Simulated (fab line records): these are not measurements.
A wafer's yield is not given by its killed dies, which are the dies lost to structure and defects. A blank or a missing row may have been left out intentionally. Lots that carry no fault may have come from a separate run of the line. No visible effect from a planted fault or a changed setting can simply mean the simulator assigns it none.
Struck lot and sound lot, side by side | flow n5 finfet | 42 steps out of a route of 1938
Sound: wafers L605.1, L605.3, L605.5. The struck wafers were L593.2, L593.4, L593.5. The cause comes at the end.
For every step that has rows: the tool of each side, followed by ch and its chambers, followed by its first start. Under that, the readings that differ: sound wafers | struck wafers | difference of the means | sigmas: that difference in standard deviations of wafers without a fault.
alike: readings whose means differ by less than 2 such deviations, and words and numbers that are the same on both sides. not compared: withheld readings, readings that some wafer has no value for, bounds like >300 that may hide the same value, and numbers for which the record gives no deviation and whose values overlap.
The two part at a step that has a row with sigmas, a row that says differs or no value, or rows on one side only. Numbers that have no deviation but don't overlap get no sigmas and don't part them. A reading missing from all wafers of one side parts the sides only when that side holds two or more wafers.

first, 11 steps without rows for these wafers: N5_BEOL_M4_DESCUM_33 (chemistry O2, time 7 s); N5_BEOL_M4_ETCH_77 (etches underlayer in N2/H2, target depth 6.5 nm, time 5.2 s); N5_BEOL_M4_ETCH_69 (etches SiARC in CF4, target depth 15.6 nm, time 26 s); N5_BEOL_M4_ALD_98 (deposits SiO2, target thk 2.5 nm, pulse time 1 s, co reactant pulse time 1 s); N5_BEOL_M4_ETCHBACK_99 (etches SiO2 in CHF3, target depth 5 nm, time 10.4 s); N5_BEOL_M4_ETCH_70 (etches SOC in N2/H2, target depth 80 nm, overetch 24 nm, time 130 s); N5_BEOL_M4_STRIP_71 (strips in N2/H2); N5_BEOL_M4_STRIP_78 (strips in N2/H2); N5_BEOL_M4_VIA_ETCH_34 (etches the open film in C4F6/O2, target depth 69.4 nm, time 65.9 s); N5_BEOL_M4_STRIP_83 (strips in C4F6/O2); N5_BEOL_M4_STRIP_36 (strips in N2/H2).
N5_BEOL_M4_TRENCH_ETCH_37: etches SiOC in C4F6/O2, target depth 55.555 nm, time 29.2 s.
  sound on rie diel-01 ch 0,2,3, day 13 23:47; struck on rie diel-01 ch 0,2, day 10 14:14
  reading                             | sound             | struck            | difference | sigmas
  rf fwd power W (W)                  | 348.0 348.8 348.2 | 431.2 434.3 434.3 | +84.9      | +47
  rf vpp V (V)                        | 677 657 654       | 610 591 590       | -66        | -6
  model.etch.depth nm (nm)            | 53.96 53.87 56.05 | 59.41 59.85 59.13 | +4.84      |
  model.BEOL_M4.feature depth nm (nm) | 54 53.8 56        | 59.4 59.8 59.2    | +4.9       |
  alike: drypump motor current A, oes_ar_750_au, oes product au, showerhead plenum p Torr, throttle valve pct
  not compared: rf hours counter h
then, 2 steps without rows for these wafers: N5_BEOL_M4_ETCH_41 (etches SiCN in CH3F/O2, target depth 29.9 nm, time 52.5 s); N5_BEOL_M4_STRIP_97 (strips in N2/H2, time 10 s).
N5_BEOL_M4_OCD_MEAS_38:
  struck on ocd-02, day 10 14:24; sound on ocd-01, day 13 23:56
  reading              | sound          | struck         | difference | sigmas
  trench depth nm (nm) | 54.5 53.7 56.0 | 59.9 60.2 59.5 | +5.1       | +5
then, 25 steps without rows for these wafers: N5_BEOL_M4_HM_STRIP_39 (strips TiN in peroxide tin strip, target depth 25 nm, time 158 s); N5_BEOL_M4_SRD_40 (time 30 s); N5_BEOL_M4_PRECLEAN_42 (cleans in residue remover, time 60 s); N5_BEOL_M4_SRD_43 (time 30 s); N5_BEOL_M4_DEGAS_44 (time 60 s); N5_BEOL_M4_PRE_CLEAN_45 (time 30 s); N5_BEOL_M4_ALD_84 (deposits TaN, pulse time 2 s, purge time 3 s, co reactant purge time 2 s); N5_BEOL_M4_SURFACE_TREAT_85; N5_BEOL_M4_CVD_47 (deposits Co from CCTBA/H2, target thk 3 nm, time 223.8 s); N5_BEOL_M4_SPUTTER_48 (material Cu, target thk 4.5 nm, time 8.29 s); N5_BEOL_M4_ANNEAL_49 (time 240 s); N5_BEOL_M4_SPUTTER_79 (material Cu, target thk 4.5 nm, time 8.29 s); N5_BEOL_M4_ANNEAL_80 (time 240 s); N5_BEOL_M4_SPUTTER_81 (material Cu, target thk 4.5 nm, time 8.29 s); N5_BEOL_M4_ANNEAL_82 (time 240 s); N5_BEOL_M4_SPUTTER_86 (material Cu, target thk 4.5 nm, time 8.29 s); N5_BEOL_M4_ANNEAL_87 (time 240 s); N5_BEOL_M4_SPUTTER_88 (material Cu, target thk 4.5 nm, time 8.29 s); N5_BEOL_M4_ANNEAL_89 (time 240 s); N5_BEOL_M4_SPUTTER_90 (material Cu, target thk 4.5 nm, time 8.29 s); N5_BEOL_M4_ANNEAL_91 (time 240 s); N5_BEOL_M4_SPUTTER_92 (material Cu, target thk 4.5 nm, time 8.29 s); N5_BEOL_M4_ANNEAL_93 (time 240 s); N5_BEOL_M4_SPUTTER_94 (material Cu, target thk 4.5 nm, time 8.29 s); N5_BEOL_M4_ANNEAL_95 (time 240 s).
N5_BEOL_M4_CMP_52: polishes, stops on SiOC, t overpolish 6.8 s, target thk 40 nm.
  sound on cmp-03 ch 0,2,3, day 14 03:44; struck on cmp-03 ch 0,1,3, day 10 20:14
  reading                                | sound          | struck       | difference | sigmas
  model.Cu_of_BEOL_M4_ECD_50.thk nm (nm) | 38.8 37.2 39.6 | 44 44.6 43.4 | +5         |
  alike: barrier field endpoint s, motor current A, overpolish run s, time to endpoint s
N5_BEOL_M4_RC_MEAS_101:
  sound on prober-01 ch 0, day 14 04:18; struck on prober-01 ch 0, day 10 20:57
  alike: DIBL_N, DIBL_P, IOFF_N, IOFF_P, ION_N, ION_P, SS_N, SS_P, VT_N, VT_P

== WHERE THEY PART ==
First at N5_BEOL_M4_TRENCH_ETCH_37; last, within this record, at N5_BEOL_M4_OCD_MEAS_38. Later steps at which nothing parts them and some readings are alike: N5_BEOL_M4_CMP_52, N5_BEOL_M4_RC_MEAS_101.

WHY: the cause the simulator had injected
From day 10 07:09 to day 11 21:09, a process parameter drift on rie diel-01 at N5_BEOL_M4_TRENCH_ETCH_37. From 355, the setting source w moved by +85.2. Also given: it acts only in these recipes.
